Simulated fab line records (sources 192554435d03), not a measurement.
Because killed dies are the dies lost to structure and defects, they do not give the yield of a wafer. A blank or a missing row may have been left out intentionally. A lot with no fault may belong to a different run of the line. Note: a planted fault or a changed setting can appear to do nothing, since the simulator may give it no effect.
A lot that was struck, set against a sound lot | flow n5Finfet | 27 out of 1938 route steps
Sound: wafers L730.3, L730.5, L730.6. Struck: wafer L732.2 (left out: L732.1, L732.3 of the same lot, which were not struck); the cause appears at the end.
For every step that has rows: the tool of each side, followed by ch and its chambers, followed by its first start. Under that, the readings that differ: sound wafers | struck wafers | difference of the means | sigmas: that difference in standard deviations of wafers without a fault.
alike: same words and numbers on both sides, and readings whose means sit less than 2 such deviations apart. not compared: any withheld reading, any reading some wafer has no value for, any bound like >300 that may hide the same value, and any number with overlapping values for which the record gives no deviation.
A row with sigmas, a row that says differs or no value, or rows on one side alone: a step with any of these is where the two part. Numbers that don't overlap but have no deviation are shown without sigmas and don't part them. A reading missing from all wafers of one side parts the sides only when that side holds two or more wafers.

N5_STI_FIN_REVEAL_ALD_14: deposits Si3N4, target thk 3 nm.
  sound on aldSin-01 ch 0,1,2, day 4 04:31; struck on aldSin-01 ch 0, day 4 17:32
  alike: heaterPowerW
then, 2 steps without rows for these wafers: N5_STI_FIN_REVEAL_FCVD_FILL_01 (material SiO2 flowable, target thk 312 nm, time 512.2 s); N5_STI_FIN_REVEAL_DENSIFY_02 (time 1800 s).
N5_STI_FIN_REVEAL_CMP_04: polishes, stops on Si3N4, t overpolish 4 s, target thk 131.83 nm.
  sound on cmp-03 ch 1,2, day 4 09:34; struck on cmp-04 ch 0, day 4 22:50
  alike: motorCurrentA, overpolishRunS, timeToEndpointS
N5_STI_FIN_REVEAL_THK_MEAS_05:
  sound: filmMetro-01 at day 4 09:52; struck: filmMetro-02 at day 4 23:08
  alike: thkNm
following that, these wafers have no rows for 1 step: N5_STI_FIN_REVEAL_DENSIFY_30.
N5_STI_FIN_REVEAL_ETCHBACK_08: etches SiO2 in C4F6/O2, target depth 30.5 nm, time 10.167 s.
  sound on rieDiel-01 ch 1,2,3, day 4 10:06; struck on rieDiel-03 ch 2, day 4 23:23
reading                  | sound             | struck | difference | sigmas
drypumpMotorCurrentA (A) | 5.65 5.78 5.28    | 4.95   | -0.62      | -2
rfVppV (V)               | 673 660 648       | 640    | -20        | -2
throttleValvePct (%)     | 21.03 21.25 21.16 | 21.61  | +0.46      | +2
  alike: oes_o_777_au, oesProductAu, rfFwdPowerW, showerheadPlenumPTorr
  not compared: rfHoursCounterH
N5_STI_FIN_REVEAL_STRIP_24: strips in N2/H2, time 90 s.
  sound on rieDiel-01 ch 1,2,3, day 4 10:08; struck on rieDiel-03 ch 2, day 4 23:25
reading                  | sound             | struck | difference | sigmas
drypumpMotorCurrentA (A) | 5.65 5.77 5.24    | 4.96   | -0.59      | -2
throttleValvePct (%)     | 12.16 12.29 12.41 | 12.64  | +0.35      | +2
  alike: biasPowerW, oesProductAu, rfVppV, showerheadPlenumPTorr
  not compared: rfHoursCounterH
then, 4 steps without rows for these wafers: N5_STI_FIN_REVEAL_PRECLEAN_25 (cleans in SPM, time 90 s); N5_STI_FIN_REVEAL_PRECLEAN_26 (cleans in SC1, time 45 s); N5_STI_FIN_REVEAL_PRECLEAN_29 (cleans in DHF, time 30 s); N5_STI_FIN_REVEAL_SRD_12 (time 30 s).
N5_STI_FIN_REVEAL_RECESS_09: chemistry HF/NH3, target SiO2, afs cycles 11, target depth 42.5 nm, sublimation time 60 s.
  sound on vaporEtch-01 ch 0,1, day 4 10:53; struck on vaporEtch-01 ch 0, day 4 23:38
  alike: drypumpMotorCurrentA, forelinePTorr
then, 2 steps without rows for these wafers: N5_STI_FIN_REVEAL_STRIP_16 (strips SiNx in H3PO4, target depth 23.8 nm); N5_STI_FIN_REVEAL_PRECLEAN_17 (cleans in NF3:NH3, afs cycles 1, time 20 s, sublimation time 60 s).
N5_STI_FIN_REVEAL_ETCH_34: etches Si in H2, material Si, target depth 0.97 nm.
  sound on rieSi-06 ch 1,3, day 4 12:26; struck on rieSi-06 ch 1, day 5 01:43
  alike: drypumpMotorCurrentA, oesProductAu, rfFwdPowerW, throttleValvePct
  not compared: rfHoursCounterH
then, 7 steps without rows for these wafers: N5_STI_FIN_REVEAL_OXIDATION_31 (chemistry O2 PLASMA REMOTE, time 20 s); N5_STI_FIN_REVEAL_PRECLEAN_32 (cleans in NF3:NH3, afs cycles 1, time 20 s, sublimation time 60 s); N5_STI_FIN_REVEAL_STRIP_35 (strips Si3N4 in H3PO4, target depth 4 nm, time 39 s); N5_STI_FIN_REVEAL_SRD_21 (time 30 s); N5_STI_FIN_REVEAL_OXIDATION_33 (chemistry O2 PLASMA REMOTE, time 20 s); N5_STI_FIN_REVEAL_CLEAN_19 (cleans in O3/DIW, time 120 s); N5_STI_FIN_REVEAL_SRD_23 (time 30 s).
N5_STI_FIN_REVEAL_CD_MEAS_22: target cd 6.238 nm, pitch 28 nm.
  sound: cdSem-01 at day 4 13:02; struck: cdSem-01 at day 5 02:17
  alike: cdNm
N5_STI_FIN_REVEAL_FIN_H_MEAS_10:
  sound: ocd-01 at day 4 13:04; struck: ocd-02 at day 5 02:19
reading            | sound          | struck | difference | sigmas
trenchDepthNm (nm) | 51.1 50.9 51.4 | 43.0   | -8.1       | -9
then, 1 step without rows for these wafers: N5_STI_FIN_REVEAL_PRECLEAN_18 (cleans in SC2, time 45 s).
-- record jumps: 11 days separate the struck wafers' starts on either side; left off in module STI_FIN_REVEAL, taken up again in module PASSIVATION, whose first shown step is the route's number 1936 --
N5_PASSIVATION_PROBE_49:
  sound: prober-02 at day 15 04:28; struck: prober-02 at day 15 15:25
  alike: killed_at_M0_to_M3, killed_at_M4_up, killedAtContacts, killedAtFrontEnd, killedAtOther, killedDies, killedOpen, killedShort

WHERE THEY PART
At N5_STI_FIN_REVEAL_ETCHBACK_08 first; at N5_STI_FIN_REVEAL_FIN_H_MEAS_10 last (within this record only). Later steps at which nothing parts them and some readings are alike: N5_PASSIVATION_PROBE_49.

WHY: what the simulator had put in
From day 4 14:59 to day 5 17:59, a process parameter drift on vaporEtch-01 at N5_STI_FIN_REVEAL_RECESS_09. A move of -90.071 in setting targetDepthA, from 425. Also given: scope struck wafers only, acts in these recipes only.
